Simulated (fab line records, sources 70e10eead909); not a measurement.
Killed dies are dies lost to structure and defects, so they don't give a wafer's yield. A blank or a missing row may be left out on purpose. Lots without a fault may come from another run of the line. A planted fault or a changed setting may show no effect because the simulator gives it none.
Chamber matching | flow nand_harc | NHARC_P_M1_DESCUM_14 on rie_diel-03: 4 sister chambers
The step chemistry O2, time 3 s. 20 wafers are shown with their chamber, then 10 later ones without.

WAFERS WITH THEIR CHAMBER
wafer  | chamber | showerhead_plenum_p_Torr (Torr) | drypump_motor_current_A (A) | oes_product_au (a.u.)
L076.1 | 3       | 1.84                            | 5.4                         | 1.001
L076.2 | 0       | 1.93                            | 5.9                         | 1.007
L076.5 | 0       | 1.93                            | 5.9                         | 1.009
L077.2 | 1       | 1.86                            | 6.2                         | 1.003
L077.4 | 0       | 1.93                            | 5.9                         | 1.012
L077.6 | 0       | 1.93                            | 5.9                         | 1.016
L079.2 | 1       | 1.86                            | 6.2                         | 1.002
L079.5 | 2       | 1.97                            | 6.0                         | 1.006
L079.6 | 3       | 1.84                            | 5.4                         | 0.994
L084.1 | 0       | 1.92                            | 5.9                         | 1.011
L084.3 | 3       | 1.84                            | 5.4                         | 1.003
L084.5 | 0       | 1.92                            | 5.9                         | 1.006
L085.3 | 2       | 1.97                            | 6.0                         | 0.993
L085.4 | 3       | 1.84                            | 5.4                         | 0.994
L085.5 | 1       | 1.86                            | 6.2                         | 1.002
L088.1 | 2       | 1.97                            | 6.0                         | 0.999
L088.4 | 1       | 1.86                            | 6.2                         | 0.999
L088.6 | 2       | 1.97                            | 6.1                         | 0.986
L089.2 | 3       | 1.84                            | 5.4                         | 0.983
L089.3 | 2       | 1.97                            | 6.0                         | 1.005

SIGNATURES (means of the wafers above)
reading                  | chamber 0 | chamber 1 | chamber 2 | chamber 3 | scatter within a chamber
showerhead_plenum_p_Torr | 1.9267    | 1.8600    | 1.9700    | 1.8400    | 0.00289
drypump_motor_current_A  | 5.900     | 6.200     | 6.020     | 5.400     | 0.0224
oes_product_au           | 1.01017   | 1.00150   | 0.99780   | 0.99500   | 0.00615
Rule: a wafer's distance from a chamber is the root of the sum, over the readings, of the square of ((its reading less the chamber's mean) divided by the reading's scatter). The wafer belongs to the nearest chamber; if the next one is less than 2 further off, it can't be placed. The scatter: the root of (the sum of the squares of (reading less its chamber's mean) over the shown wafers, divided by (wafers less chambers)).

WAFERS WITHOUT THEIR CHAMBER
wafer  | showerhead_plenum_p_Torr (Torr) | drypump_motor_current_A (A) | oes_product_au (a.u.)
L089.6 | 1.86                            | 6.2                         | 0.990
L091.1 | 1.97                            | 6.0                         | 1.018
L091.2 | 1.92                            | 5.9                         | 1.011
L091.3 | 1.84                            | 5.4                         | 0.997
L093.2 | 1.92                            | 6.0                         | 1.023
L093.4 | 1.84                            | 5.4                         | 1.003
L093.5 | 1.97                            | 6.1                         | 1.014
L095.3 | 1.97                            | 6.0                         | 1.006
L095.4 | 1.84                            | 5.4                         | 0.988
L095.6 | 1.92                            | 5.9                         | 1.012

WHICH CHAMBER EACH WENT THROUGH
wafer  | from the rows above | in truth
L089.6 | 1                   | 1
L091.1 | 2                   | 2
L091.2 | 0                   | 0
L091.3 | 3                   | 3
L093.2 | 0                   | 0
L093.4 | 3                   | 3
L093.5 | 2                   | 2
L095.3 | 2                   | 2
L095.4 | 3                   | 3
L095.6 | 0                   | 0
Placed correctly: 10 of 10. Can't be placed from these rows: 0. Placed wrongly: 0.
